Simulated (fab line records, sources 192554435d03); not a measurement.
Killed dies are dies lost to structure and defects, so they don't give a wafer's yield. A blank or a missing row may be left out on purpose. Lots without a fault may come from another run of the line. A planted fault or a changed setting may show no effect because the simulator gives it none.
Split-lot experiment | flow n5_finfet | 7 lots, 39 wafers read, on a route of 1938 steps

THE SPLIT
At N5_MOL_CONTACT_COAG_ETCH_124 (etches SiNx in CH3F/O2, stops on SiOC, target depth 6.5 nm), the setting bias_w was moved away from the recipe's 73 W on 12 of the 39 wafers read, by -12.5% to +6.6%. The other wafers ran this setting at the recipe's value.

The reading is taken at the split's own step.

THE READING
rf_vpp_V, in V, at N5_MOL_CONTACT_COAG_ETCH_124 (etches SiNx in CH3F/O2, stops on SiOC, target depth 6.5 nm). Fault-free wafers of this fab line usually give 294 V, standard deviation 5.5 V.

wafer  | tool, chamber at the split | bias_w as run, W | against the recipe | rf_vpp_V, V | against lot-mates on the recipe
L076.1 | rie_diel-05, 2             | 73               | recipe             | 300         | -
L076.2 | rie_diel-05, 0             | 73               | recipe             | 291         | -
L076.3 | rie_diel-05, 3             | 73               | recipe             | 297         | -
L076.4 | rie_diel-05, 0             | 73               | recipe             | 291         | -
L076.5 | rie_diel-05, 2             | 73               | recipe             | 297         | -
L076.6 | rie_diel-05, 3             | 73               | recipe             | 294         | -
L077.1 | rie_diel-03, 0             | 73               | recipe             | 296         | -
L077.2 | rie_diel-03, 1             | 66.06            | -9.5%              | 268         | -24
L077.3 | rie_diel-03, 3             | 66.06            | -9.5%              | 281         | -11
L077.4 | rie_diel-03, 2             | 73               | recipe             | 289         | -
L077.5 | rie_diel-03, 0             | 66.06            | -9.5%              | 275         | -17
L077.6 | rie_diel-03, 1             | 73               | recipe             | 291         | -
L085.1 | rie_diel-03, 1             | 77.79            | +6.6%              | 305         | +11
L085.2 | rie_diel-03, 3             | 73               | recipe             | 304         | -
L085.3 | rie_diel-03, 2             | 73               | recipe             | 288         | -
L085.4 | rie_diel-03, 0             | 77.79            | +6.6%              | 311         | +17
L085.5 | rie_diel-03, 2             | 77.79            | +6.6%              | 304         | +10
L085.6 | rie_diel-03, 1             | 73               | recipe             | 291         | -
L086.1 | rie_diel-03, 0             | 73               | recipe             | 297         | -
L086.2 | rie_diel-03, 3             | 73               | recipe             | 305         | -
L086.3 | rie_diel-03, 1             | 73               | recipe             | 289         | -
L086.4 | rie_diel-03, 2             | 73               | recipe             | 289         | -
L086.5 | rie_diel-03, 2             | 73               | recipe             | 288         | -
L086.6 | rie_diel-03, 1             | 73               | recipe             | 291         | -
L091.1 | rie_diel-05, 2             | 63.91            | -12.5%             | 268         | -24
L091.2 | rie_diel-05, 3             | 63.91            | -12.5%             | 267         | -25
L091.3 | rie_diel-05, 1             | 73               | recipe             | 296         | -
L091.4 | rie_diel-05, 0             | 73               | recipe             | 290         | -
L091.5 | rie_diel-05, 0             | 73               | recipe             | 291         | -
L091.6 | rie_diel-05, 1             | 63.91            | -12.5%             | 268         | -24
L094.1 | rie_diel-03, 0             | 73               | recipe             | 296         | -
L094.2 | rie_diel-03, 1             | 73               | recipe             | 290         | -
L094.5 | rie_diel-03, 2             | 73               | recipe             | 288         | -
L095.1 | rie_diel-05, 3             | 68.45            | -6.2%              | 281         | -14
L095.2 | rie_diel-05, 0             | 73               | recipe             | 291         | -
L095.3 | rie_diel-05, 2             | 73               | recipe             | 298         | -
L095.4 | rie_diel-05, 1             | 68.45            | -6.2%              | 279         | -16
L095.5 | rie_diel-05, 0             | 68.45            | -6.2%              | 276         | -19
L095.6 | rie_diel-05, 3             | 73               | recipe             | 295         | -

THE FIT
A straight line over all 39 wafers: rf_vpp_V changes by +2.07 V for each +1% of bias_w; r = +0.92; the points scatter about the line by 4.4 V.
The same after taking each lot's own level away (the mean of its wafers on the recipe; 39 wafers): +1.98 V for each +1%; r = +0.91; scatter 4.4 V.
On that fit, the largest move of bias_w shifts the reading by 25 V.
The lots' own levels span 291.3 to 295.0 V, that is 0.7 times the standard deviation above.
So the lot-to-lot level changes the slope little: the two slopes agree.
Check: with one of the wafers moved furthest among these (-12.5%) left out of the fit, the line predicts -25 V for it against its lot-mates. It came out at -24.3 V against them.
Tool readings at the split's step, against how far the setting was moved: rf_vpp_V r = +0.92.

OTHER SPLITS ON THESE WAFERS
These wafers also went through other splits before the reading. Each is held against what the fit with the lots' levels taken away leaves over:
other split on the same wafers         | wafers away from the commonest value | r with rf_vpp_V (lot level and that fit taken away)
N5_DUMMY_GATE_ETCH_37 source_w         | 18                                   | -0.21
N5_HKMG_FIN_ETCH_55 time_s             | 15                                   | -0.17
N5_HKMG_FIN_CVD_62 temp_c              | 18                                   | -0.16
N5_MOL_CONTACT_COAG_VIA_ETCH_46 bias_w | 18                                   | +0.24

THE FILE'S OWN FIT
rf_vpp_V changes by +2 V for each +1% of bias_w, r = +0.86.
